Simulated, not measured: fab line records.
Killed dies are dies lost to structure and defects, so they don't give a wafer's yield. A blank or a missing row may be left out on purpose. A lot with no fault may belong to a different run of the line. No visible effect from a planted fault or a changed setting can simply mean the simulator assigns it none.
What tool caused it? + flow n5Finfet + 27 wafers from 9 lots sampled at 2 of the route's 1938 steps

WHAT THE GAUGES SHOWED, per wafer
N5_ILD0_THK_MEAS_13.
| lot  | measured    | on           | thkNm (nm)     |
|------|-------------|--------------|----------------|
| L519 | day 3 21:40 | filmMetro-02 | 17.8 18.9 18.8 |
| L520 | day 4 07:06 | filmMetro-02 | 19.7 18.2 18.6 |
| L523 | day 4 21:48 | filmMetro-01 | 19.3 17.4 17.6 |
| L532 | day 7 05:27 | filmMetro-02 | 17.9 18.0 18.7 |
| L535 | day 7 17:18 | filmMetro-02 | 17.3 16.2 16.9 |
| L536 | day 7 22:59 | filmMetro-01 | 15.9 17.1 17.5 |
| L539 | day 8 20:25 | filmMetro-02 | 18.3 18.2 18.3 |
| L540 | day 9 01:43 | filmMetro-01 | 17.8 16.7 17.1 |
| L542 | day 9 20:49 | filmMetro-02 | 17.2 17.7 17.9 |

WHAT TOOL EACH LOT RAN ON (gives the tool, then ch and the chambers of the sampled wafers, and finally the start)
| lot  | N5_SD_EPI_P_STRIP_40               |
|------|------------------------------------|
| L519 | plasmaAsher-01 ch 0,1, day 3 11:13 |
| L520 | plasmaAsher-01 ch 0,1, day 3 21:13 |
| L523 | plasmaAsher-01 ch 0,1, day 4 11:27 |
| L532 | plasmaAsher-01 ch 0,1, day 6 18:44 |
| L535 | plasmaAsher-01 ch 0,1, day 7 07:22 |
| L536 | plasmaAsher-02 ch 0,1, day 7 13:04 |
| L539 | plasmaAsher-02 ch 0,1, day 8 08:32 |
| L540 | plasmaAsher-01 ch 0,1, day 8 14:19 |
| L542 | plasmaAsher-02 ch 0,1, day 9 10:05 |
- N5_SD_EPI_P_STRIP_40: strips in N2/H2.

THE ANSWER, worked out from the rows above alone
Rule: usual is defined by the lots themselves. Put in order of their means at a reading, lots are off if they are a third of the lots or fewer, leave a main group of 4 or more, and stand apart from it by a gap of 3 or more times the standard deviation of the main group's means; of several such gaps the widest counts. A main group is skipped when, at the precision printed for the reading in the tables above, its means are all equal. Also off: a lot with no number at a reading for which 4 or more lots have one. Any other lot the step has rows for is counted as sound.
No lot is off at any reading shown: from this, nothing can be told.

WHAT WAS PUT IN BY THE SIMULATOR
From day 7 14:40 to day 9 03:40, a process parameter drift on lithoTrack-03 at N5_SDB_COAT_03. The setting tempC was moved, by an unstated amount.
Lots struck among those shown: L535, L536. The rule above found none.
